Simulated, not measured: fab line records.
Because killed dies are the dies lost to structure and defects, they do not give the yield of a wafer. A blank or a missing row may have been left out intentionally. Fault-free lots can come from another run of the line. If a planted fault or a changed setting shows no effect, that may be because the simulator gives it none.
fab line records	flow n5Finfet
[record] lots = 7	wafers = 21
route steps=1938 shown BEOL_M2@851 BEOL_M3@969 BEOL_M4@1037
startH: hours from the record's first day to the start of the lot's first wafer shown	waitH: hours since the lot's step before	" identical to the entry in the row above	L1.1+2: one row covering several wafers at once	- no value, or no start was given	* or withheld: withheld	< > ~ a bound
route shown NAME@n: names a module that has steps shown in the file, with the first one's number in the route	usual: mean/standard deviation of fault-free wafers	same: alike in all rows	chamber/n: place in a boat	sites: readings site by site	_std_site: the standard deviation of these	_edge_site: the outer-site mean with the inner-site mean subtracted	radiusMm: for every site, how far away it sits from the centre of the wafer	mask NAME#n: copy n	behind: the tool/chamber that last shaped the wafer	hold: cause of the lot's hold/its duration in hours/its outcome	device: the transistor (n, p or np) that didn't switch	end of line: at the end of the route, the tests of the same wafers	a step given without rows: its recipe and nothing more	killed: dies lost to structure and defects at the first sort, not the wafer's yield	map: the dies of a wafer, with x for killed, . for not killed, _ for no die there
set.NAME: setting as actually run; set.NAME@STEP: the setting as run at that earlier step	model.NAME: the simulator's own value behind a step, which no gauge read
lots whose settings were changed on purpose; a table a step, a row a wafer
[[steps]]
[step N5_BEOL_M2_EXPOSE_08]
[recipe] maskId = M2	na = 0.33	sourceShape = dipole	sigmaInner = 0.369	sigmaOuter = 0.767	polarization = unpolarized	doseMj = 41.25
lot.wafer	tool	chamber	startH	waitH	mask	set.doseMj
L083.1+3	euvScanner-02	0	204.15	-	M2#0	41.25
L083.6	"	0	"	"	M2#0	44.25
L085.1+6	euvScanner-01	0	210.20	-	M2#0	41.25
L085.5	"	0	"	"	M2#0	39.52
L086.2	euvScanner-01	0	220.12	-	M2#0	42.95
L086.4+6	"	0	"	"	M2#0	41.25
L089.1+3+5	euvScanner-02	0	229.91	-	M2#0	41.25
L093.1+4	euvScanner-02	0	257.88	-	M2#0	41.25
L093.6	"	0	"	"	M2#0	42.9
L079.1+2+3	euvScanner-02	0	275.12	-	M2#0	41.25
L096.1+3+5	euvScanner-02	0	281.06	-	M2#0	41.25
[step N5_BEOL_M2_PEB_09]
[recipe] pebTempC = 100	pebTimeS = 60	resist = CAR-EUV
[step N5_BEOL_M2_DEVELOP_10]
[recipe] developTimeS = 30	developer = TMAH	resist = CAR-EUV	rinseLiquid = surfactantRinse	dry = airSpin	devTempC = 23
[step N5_BEOL_M2_DESCUM_16]
[recipe] chemistry = O2	timeS = 7	sourcePowerW = 50	biasPowerW = 20	pressureMtorr = 20	rfFrequencyHz = 2.712e+07	tempC = 40	resist = CAR-EUV	o2FlowSccm = 225
[step N5_BEOL_M2_ETCH_74]
[recipe] chemistry = N2/H2	target = underlayer	targetDepthA = 65	maskMaterial = CAR-EUV	timeS = 5.2	ionEnergyEv = 200	pressureMtorr = 30	sourceW = 840	biasW = 150	n2FlowSccm = 200	h2FlowSccm = 200	ends = cleared
lot.wafer	tool	chamber	startH	waitH	set.doseMj@BEOL_M2_EXPOSE_08	model.BEOL_M2.cdOffsetNm
L083.1	rieDiel-04	0	205.05	0.0	41.25	0.2
L083.3	"	3	"	"	41.25	0
L083.6	"	1	"	"	44.25	1.2
L085.1+6	rieDiel-05	2,3	210.49	0.0	41.25	0
L085.5	"	0	"	"	39.52	-0.6
L086.2	rieDiel-04	3	220.40	0.0	42.95	0.6
L086.4+6	"	2,0	"	"	41.25	-0.2
L089.1+3+5	rieDiel-04	3,0,3	230.24	0.0	41.25	0
L093.1+4	rieDiel-05	2,1	258.17	0.0	41.25	0
L093.6	"	0	"	"	42.9	0.6
L079.1+2+3	rieDiel-04	2,1,0	275.44	0.0	41.25	0
L096.1+5	rieDiel-05	3,0	281.43	0.0	41.25	0
L096.3	"	0	"	"	41.25	-0.2
[step N5_BEOL_M2_ETCH_63]
[recipe] chemistry = CF4	target = SiARC	targetDepthA = 156	maskMaterial = CAR-EUV	timeS = 26	ionEnergyEv = 80	pressureMtorr = 40	sourceW = 545	biasW = 36	Ar_flow_sccm = 100	cf4FlowSccm = 100	ends = cleared
[step N5_BEOL_M2_ETCH_64]
[recipe] chemistry = N2/H2	target = SOC	targetDepthA = 750	overetchA = 225	maskMaterial = SiARC	tempC = 40	timeS = 121.9	ionEnergyEv = 200	pressureMtorr = 30	sourceW = 840	biasW = 150	n2FlowSccm = 200	h2FlowSccm = 200
lot.wafer	tool	chamber	startH	waitH	set.doseMj@BEOL_M2_EXPOSE_08	model.BEOL_M2.cdOffsetNm
L083.1	rieDiel-04	0	205.10	0.0	41.25	0
L083.3	"	3	"	"	41.25	-0.2
L083.6	"	1	"	"	44.25	1.2
L085.1+6	rieDiel-05	2,3	210.54	0.0	41.25	0
L085.5	"	0	"	"	39.52	-0.6
L086.2	rieDiel-04	3	220.45	0.0	42.95	0.8
L086.4	"	2	"	"	41.25	0
L086.6	"	0	"	"	41.25	-0.2
L089.1+5	rieDiel-04	3	230.29	0.0	41.25	0
L089.3	"	0	"	"	41.25	-0.2
L093.1	rieDiel-05	2	258.21	0.0	41.25	0.2
L093.4	"	1	"	"	41.25	0
L093.6	"	0	"	"	42.9	0.6
L079.1+2	rieDiel-04	2,1	275.48	0.0	41.25	0
L079.3	"	0	"	"	41.25	0.2
L096.1+3	rieDiel-05	3,0	281.47	0.0	41.25	-0.2
L096.5	"	0	"	"	41.25	-0.4
[step N5_BEOL_M2_STRIP_65]
[recipe] chemistry = N2/H2	tempC = 40	n2FlowSccm = 200	h2FlowSccm = 200	rfFrequencyHz = 6e+07
[step N5_BEOL_M2_STRIP_75]
[recipe] chemistry = N2/H2	tempC = 40	n2FlowSccm = 200	h2FlowSccm = 200	rfFrequencyHz = 6e+07
[step N5_BEOL_M2_STRIP_66]
[recipe] chemistry = CF4	resist = SiARC	powerW = 300	biasPowerW = 75	pressureMtorr = 50	cf4FlowSccm = 150	rfFrequencyHz = 6e+07
[step N5_BEOL_M2_HM_OPEN_17]
[recipe] chemistry = Cl2/BCl3	targetDepthA = 200	overetchA = 60	target = TiN	maskMaterial = SOC	ionEnergyEv = 150	pressureMtorr = 10	icpW = 1000	biasW = 126	Cl2_flow_sccm = 53.25	bcl3FlowSccm = 21.75	Ar_flow_sccm = 25
lot.wafer	tool	chamber	startH	waitH	set.doseMj@BEOL_M2_EXPOSE_08	model.BEOL_M2.cdOffsetNm
L083.1	rieMetal-02	0	205.27	0.0	41.25	0
L083.3	"	0	"	"	41.25	-0.2
L083.6	"	0	"	"	44.25	1.2
L085.1	rieMetal-01	1	210.71	0.0	41.25	0
L085.5	"	0	"	"	39.52	-0.6
L085.6	"	1	"	"	41.25	0.2
L086.2	rieMetal-03	1	220.62	0.0	42.95	0.8
L086.4	"	0	"	"	41.25	0
L086.6	"	1	"	"	41.25	-0.2
L089.1+5	rieMetal-03	0,1	230.46	0.0	41.25	0
L089.3	"	1	"	"	41.25	-0.2
L093.1	rieMetal-03	1	258.39	0.0	41.25	0.2
L093.4	"	1	"	"	41.25	0
L093.6	"	0	"	"	42.9	0.8
L079.1+2	rieMetal-02	0,1	275.66	0.0	41.25	0
L079.3	"	1	"	"	41.25	0.2
L096.1	rieMetal-02	0	281.65	0.0	41.25	0
L096.3+5	"	1	"	"	41.25	-0.2
[step N5_BEOL_M2_STRIP_19]
[recipe] chemistry = O2	powerW = 400	tempC = 40	pressureMtorr = 30	rfFrequencyHz = 6e+07	biasPowerW = 0	overashFraction = 0.2	o2FlowSccm = 225
[step N5_BEOL_M2_PRECLEAN_42]
[recipe] chemistry = residueRemover	timeS = 60	tempC = 40
[step N5_BEOL_M2_SRD_43]
[recipe] timeS = 30	tempC = 23	rinseLiquid = diw	dry = ipaMarangoni
[step N5_BEOL_M2_CD_MEAS_35]
[recipe] targetCdNm = 18	targetCdYNm = 22.2	polarity = opening
[usual] cdNm = 18.07/0.29
lot.wafer	tool	chamber	startH	waitH	set.doseMj@BEOL_M2_EXPOSE_08	cdNm
L083.1	cdSem-03	-	227.59	0.0	41.25	17.64
L083.3	"	-	"	"	41.25	17.66
L083.6	"	-	"	"	44.25	18.90
L085.1	cdSem-03	-	237.94	0.0	41.25	17.92
L085.5	"	-	"	"	39.52	17.35
L085.6	"	-	"	"	41.25	18.33
L086.2	cdSem-02	-	246.16	0.0	42.95	18.50
L086.4	"	-	"	"	41.25	18.21
L086.6	"	-	"	"	41.25	17.63
L089.1	cdSem-02	-	261.57	0.0	41.25	17.88
L089.3	"	-	"	"	41.25	17.85
L089.5	"	-	"	"	41.25	17.77
L093.1	cdSem-02	-	287.19	0.0	41.25	18.13
L093.4	"	-	"	"	41.25	17.91
L093.6	"	-	"	"	42.9	18.52
L079.1	cdSem-01	-	297.05	0.0	41.25	18.03
L079.2	"	-	"	"	41.25	17.88
L079.3	"	-	"	"	41.25	17.94
L096.1	cdSem-03	-	305.94	0.0	41.25	17.82
L096.3	"	-	"	"	41.25	17.83
L096.5	"	-	"	"	41.25	17.92
[step N5_BEOL_M3_DESCUM_33]
[recipe] chemistry = O2	timeS = 7	sourcePowerW = 50	biasPowerW = 20	pressureMtorr = 20	rfFrequencyHz = 2.712e+07	tempC = 40	resist = CAR-EUV	o2FlowSccm = 225
lot.wafer	tool	chamber	startH	waitH	set.timeS	model.CAR-EUV_of_BEOL_M3_COAT_22.thkNm
L083.1+6	rieDiel-06	2	235.05	0.3	5.791	26.6
L083.3	"	3	"	"	7	26
L085.1+5+6	rieDiel-03	3,1,0	243.49	0.0	7	26
L086.2+4	rieDiel-06	3,0	253.13	0.0	7	26
L086.6	"	2	"	"	7.509	25.8
L089.1+3+5	rieDiel-03	1,0,1	269.70	0.0	7	26.4
L093.1	rieDiel-01	0	293.75	0.2	6.374	26.4
L093.4	"	2	"	"	7	26
L093.6	"	1	"	"	7	26.2
L079.1+3	rieDiel-01	3,1	303.51	0.0	7	26.2
L079.2	"	0	"	"	5.757	26.8
L096.1	rieDiel-03	1	311.61	0.0	7	26
L096.3+5	"	3,1	"	"	7.801	25.8
[step N5_BEOL_M4_DESCUM_16]
[recipe] chemistry = O2	timeS = 7	sourcePowerW = 50	biasPowerW = 20	pressureMtorr = 20	rfFrequencyHz = 2.712e+07	tempC = 40	resist = CAR-EUV	o2FlowSccm = 225
lot.wafer	tool	chamber	startH	waitH	set.timeS	model.CAR-EUV_of_BEOL_M4_COAT_05.thkNm
L083.1+3+6	rieDiel-02	2,0,1	242.77	0.1	7	26.2
L085.1	rieDiel-05	2	252.31	0.0	7	26.2
L085.5+6	"	1,2	"	"	7	26
L086.2+6	rieDiel-04	3,2	259.66	0.2	7	26
L086.4	"	1	"	"	7	26.2
L089.1+3+5	rieDiel-05	1,3,2	300.42	0.0	7	26
L093.1+4	rieDiel-02	0,3	318.68	0.0	7	26
L093.6	"	2	"	"	8.401	25.4
L079.1	rieDiel-02	2	321.16	0.0	6.3	26.2
L079.2	"	1	"	"	7	26
L079.3	"	3	"	"	6.3	26.4
L096.1+3	rieDiel-04	1,2	343.56	0.1	7	26
L096.5	"	3	"	"	7	25.8
[step N5_BEOL_M4_ETCH_74]
[recipe] chemistry = N2/H2	target = underlayer	targetDepthA = 65	maskMaterial = CAR-EUV	timeS = 5.2	ionEnergyEv = 200	pressureMtorr = 30	sourceW = 840	biasW = 150	n2FlowSccm = 200	h2FlowSccm = 200	ends = cleared
lot.wafer	tool	chamber	startH	waitH	set.timeS@BEOL_M4_DESCUM_16	model.CAR-EUV_of_BEOL_M4_COAT_05.thkNm
L083.1+3+6	rieDiel-02	2,0,1	242.80	0.0	7	20.4
L085.1+5	rieDiel-05	2,1	252.34	0.0	7	20.4
L085.6	"	2	"	"	7	20.2
L086.2+4+6	rieDiel-04	3,1,2	259.70	0.0	7	20.4
L089.1+5	rieDiel-05	1,2	300.45	0.0	7	20.4
L089.3	"	3	"	"	7	20.2
L093.1+4	rieDiel-02	0,3	318.72	0.0	7	20.4
L093.6	"	2	"	"	8.401	19.6
L079.1+3	rieDiel-02	2,3	321.19	0.0	6.3	20.6
L079.2	"	1	"	"	7	20.2
L096.1	rieDiel-04	1	343.59	0.0	7	20.4
L096.3	"	2	"	"	7	20.2
L096.5	"	3	"	"	7	20
[step N5_BEOL_M4_ETCH_63]
[recipe] chemistry = CF4	target = SiARC	targetDepthA = 156	maskMaterial = CAR-EUV	timeS = 26	ionEnergyEv = 80	pressureMtorr = 40	sourceW = 545	biasW = 36	Ar_flow_sccm = 100	cf4FlowSccm = 100	ends = cleared
lot.wafer	tool	chamber	startH	waitH	set.timeS@BEOL_M4_DESCUM_16	model.CAR-EUV_of_BEOL_M4_COAT_05.thkNm
L083.1+3+6	rieDiel-02	2,0,1	242.82	0.0	7	11.2
L085.1	rieDiel-05	2	252.36	0.0	7	11.2
L085.5+6	"	1,2	"	"	7	11
L086.2+4+6	rieDiel-04	3,1,2	259.71	0.0	7	11.2
L089.1+5	rieDiel-05	1,2	300.47	0.0	7	11.2
L089.3	"	3	"	"	7	11
L093.1	rieDiel-02	0	318.74	0.0	7	11
L093.4	"	3	"	"	7	11.2
L093.6	"	2	"	"	8.401	10.4
L079.1+3	rieDiel-02	2,3	321.21	0.0	6.3	11.4
L079.2	"	1	"	"	7	11
L096.1	rieDiel-04	1	343.61	0.0	7	11.2
L096.3	"	2	"	"	7	11
L096.5	"	3	"	"	7	10.8
[step N5_BEOL_M4_COAT_76]
[recipe] resist = underlayer	tempC = 205	timeS = 60	spinRpm = 1500	resistThkNm = 5
lot.wafer	tool	chamber	startH	waitH	set.spinRpm
L083.1	lithoTrack-02	0	-	-	1500
L083.3+6	"	0	"	"	1654
L085.1+5	lithoTrack-02	0	-	-	1649
L085.6	"	0	"	"	1500
L086.2+6	lithoTrack-03	0	-	-	1500
L086.4	"	0	"	"	1592
L089.1+3+5	lithoTrack-05	0	-	-	1500
L093.1+4+6	lithoTrack-03	0	-	-	1438
L079.1	lithoTrack-02	0	-	-	1500
L079.2+3	"	0	"	"	1354
L096.1+3+5	lithoTrack-05	0	-	-	1573
[step N5_BEOL_M4_DESCUM_33]
[recipe] chemistry = O2	timeS = 7	sourcePowerW = 50	biasPowerW = 20	pressureMtorr = 20	rfFrequencyHz = 2.712e+07	tempC = 40	resist = CAR-EUV	o2FlowSccm = 225
lot.wafer	tool	chamber	startH	waitH	set.timeS	model.CAR-EUV_of_BEOL_M4_COAT_22.thkNm
L083.1+3	rieDiel-04	0,3	244.05	0.1	7	26
L083.6	"	1	"	"	7	26.2
L085.1	rieDiel-02	2	253.46	0.0	7	26
L085.5+6	"	1,2	"	"	8.526	25.2
L086.2+6	rieDiel-04	1,2	260.55	0.0	7	26
L086.4	"	1	"	"	7	26.2
L089.1+3+5	rieDiel-05	2,1,2	301.42	0.0	7	26
L093.1+4	rieDiel-05	0,3	319.62	0.0	7	26.2
L093.6	"	0	"	"	7	26
L079.1+3	rieDiel-05	1,2	322.27	0.0	7	25.8
L079.2	"	0	"	"	7.791	25.4
L096.1+3	rieDiel-02	0,3	344.44	0.0	7	26.2
L096.5	"	2	"	"	5.528	26.8
[step N5_BEOL_M4_ETCH_77]
[recipe] chemistry = N2/H2	target = underlayer	targetDepthA = 65	maskMaterial = CAR-EUV	timeS = 5.2	ionEnergyEv = 200	pressureMtorr = 30	sourceW = 840	biasW = 150	n2FlowSccm = 200	h2FlowSccm = 200	ends = cleared
[usual] etchRfOnTimeS = 5.19/0.064
lot.wafer	tool	chamber	startH	waitH	set.spinRpm@BEOL_M4_COAT_76	set.timeS@BEOL_M4_DESCUM_33	etchRfOnTimeS	model.CAR-EUV_of_BEOL_M4_COAT_22.thkNm	model.etch.depthNm
L083.1	rieDiel-04	0	244.09	0.0	1500	7	5.11	20.4	4.981
L083.3	"	3	"	"	1654	7	4.98	20.6	4.758
L083.6	"	1	"	"	1654	7	4.90	20.8	4.747
L085.1	rieDiel-02	2	253.49	0.0	1649	7	4.92	20.6	4.77
L085.5	"	1	"	"	1649	8.526	4.87	19.8	4.778
L085.6	"	2	"	"	1500	8.526	5.20	19.6	5.023
L086.2	rieDiel-04	1	260.58	0.0	1500	7	5.29	20.2	4.99
L086.4	"	1	"	"	1592	7	5.07	20.6	4.837
L086.6	"	2	"	"	1500	7	5.13	20.2	4.987
L089.1	rieDiel-05	2	301.45	0.0	1500	7	5.18	20.2	5.03
L089.3	"	1	"	"	1500	7	5.21	20.2	5.033
L089.5	"	2	"	"	1500	7	5.20	20.2	5.03
L093.1	rieDiel-05	0	319.65	0.0	1438	7	5.31	20.4	5.105
L093.4	"	3	"	"	1438	7	5.34	20.2	5.121
L093.6	"	0	"	"	1438	7	5.26	20.2	5.106
L079.1	rieDiel-05	1	322.31	0.0	1500	7	5.18	20.2	4.986
L079.2	"	0	"	"	1354	7.791	5.46	19.4	5.254
L079.3	"	2	"	"	1354	7	5.48	19.8	5.269
L096.1	rieDiel-02	0	344.47	0.0	1573	7	5.25	20.6	4.916
L096.3	"	3	"	"	1573	7	5.10	20.4	4.911
L096.5	"	2	"	"	1573	5.528	5.19	21.2	4.907
[step N5_BEOL_M4_ETCH_69]
[recipe] chemistry = CF4	target = SiARC	targetDepthA = 156	maskMaterial = CAR-EUV	timeS = 26	ionEnergyEv = 80	pressureMtorr = 40	sourceW = 545	biasW = 36	Ar_flow_sccm = 100	cf4FlowSccm = 100	ends = cleared
lot.wafer	tool	chamber	startH	waitH	set.timeS@BEOL_M4_DESCUM_33	model.CAR-EUV_of_BEOL_M4_COAT_22.thkNm
L083.1	rieDiel-04	0	244.10	0.0	7	11
L083.3+6	"	3,1	"	"	7	11.4
L085.1	rieDiel-02	2	253.51	0.0	7	11.4
L085.5	"	1	"	"	8.526	10.6
L085.6	"	2	"	"	8.526	10.4
L086.2+6	rieDiel-04	1,2	260.60	0.0	7	11
L086.4	"	1	"	"	7	11.4
L089.1	rieDiel-05	2	301.47	0.0	7	10.8
L089.3+5	"	1,2	"	"	7	11
L093.1	rieDiel-05	0	319.67	0.0	7	11.2
L093.4+6	"	3,0	"	"	7	11
L079.1	rieDiel-05	1	322.32	0.0	7	11
L079.2	"	0	"	"	7.791	10.2
L079.3	"	2	"	"	7	10.6
L096.1+3	rieDiel-02	0,3	344.49	0.0	7	11.2
L096.5	"	2	"	"	5.528	12
[step N5_BEOL_M4_TRENCH_ETCH_37]
[recipe] chemistry = C4F6/O2	targetDepthA = 555.55	target = SiOC	timeS = 29.2	ionEnergyEv = 250	pressureMtorr = 30	sourceW = 355	biasW = 185	Ar_flow_sccm = 300	C4F6_flow_sccm = 10	O2_flow_sccm = 10
[usual] rfVppV = 668/5.6
lot.wafer	tool	chamber	startH	waitH	set.biasW	rfVppV
L083.1	rieDiel-02	0	-	-	185	672
L083.3	"	3	"	"	185	666
L083.6	"	1	"	"	208.6	743
L085.1	rieDiel-05	0	-	-	185	663
L085.5	"	2	"	"	199.7	706
L085.6	"	3	"	"	199.7	707
L086.2	rieDiel-04	2	-	-	185	665
L086.4	"	0	"	"	171.7	625
L086.6	"	3	"	"	185	654
L089.1	rieDiel-02	3	-	-	185	668
L089.3	"	0	"	"	185	670
L089.5	"	3	"	"	185	667
L093.1	rieDiel-02	1	-	-	171.5	634
L093.4	"	2	"	"	185	674
L093.6	"	3	"	"	171.5	629
L079.1	rieDiel-02	0	-	-	161.1	600
L079.2	"	2	"	"	161.1	602
L079.3	"	3	"	"	185	667
L096.1	rieDiel-02	1	-	-	185	673
L096.3	"	3	"	"	215.5	750
L096.5	"	0	"	"	215.5	756
[[key]]
[split] step = N5_BEOL_M2_EXPOSE_08	setting = doseMj	stated = 41.25	by = wafer
[response] step = N5_BEOL_M2_ETCH_74	reading = model.BEOL_M2.cdOffsetNm	change = +0.157	per = 1%	r = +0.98
[response] step = N5_BEOL_M2_ETCH_64	reading = model.BEOL_M2.cdOffsetNm	change = +0.171	per = 1%	r = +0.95
[response] step = N5_BEOL_M2_HM_OPEN_17	reading = model.BEOL_M2.cdOffsetNm	change = +0.183	per = 1%	r = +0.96
[response] step = N5_BEOL_M2_CD_MEAS_35	reading = cdNm	change = +0.161	per = 1%	r = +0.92
[split] step = N5_BEOL_M3_DESCUM_33	setting = timeS	stated = 7	by = wafer
[response] step = N5_BEOL_M3_DESCUM_33	reading = model.CAR-EUV_of_BEOL_M3_COAT_22.thkNm	change = -0.0313	per = 1%	r = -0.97
[split] step = N5_BEOL_M4_DESCUM_16	setting = timeS	stated = 7	by = wafer
[response] step = N5_BEOL_M4_DESCUM_16	reading = model.CAR-EUV_of_BEOL_M4_COAT_05.thkNm	change = -0.03	per = 1%	r = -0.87
[response] step = N5_BEOL_M4_ETCH_74	reading = model.CAR-EUV_of_BEOL_M4_COAT_05.thkNm	change = -0.04	per = 1%	r = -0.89
[response] step = N5_BEOL_M4_ETCH_63	reading = model.CAR-EUV_of_BEOL_M4_COAT_05.thkNm	change = -0.036	per = 1%	r = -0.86
[split] step = N5_BEOL_M4_COAT_76	setting = spinRpm	stated = 1500	by = wafer
[response] step = N5_BEOL_M4_ETCH_77	reading = etchRfOnTimeS	change = *	per = 1%	r = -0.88
[response] step = N5_BEOL_M4_ETCH_77	reading = model.etch.depthNm	change = -0.025	per = 1%	r = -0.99
[split] step = N5_BEOL_M4_DESCUM_33	setting = timeS	stated = 7	by = wafer
[response] step = N5_BEOL_M4_DESCUM_33	reading = model.CAR-EUV_of_BEOL_M4_COAT_22.thkNm	change = -0.0331	per = 1%	r = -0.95
[response] step = N5_BEOL_M4_ETCH_77	reading = model.CAR-EUV_of_BEOL_M4_COAT_22.thkNm	change = -0.0393	per = 1%	r = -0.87
[response] step = N5_BEOL_M4_ETCH_69	reading = model.CAR-EUV_of_BEOL_M4_COAT_22.thkNm	change = -0.0414	per = 1%	r = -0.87
[split] step = N5_BEOL_M4_TRENCH_ETCH_37	setting = biasW	stated = 185	by = wafer
[response] step = N5_BEOL_M4_TRENCH_ETCH_37	reading = rfVppV	change = +5.22	per = 1%	r = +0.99
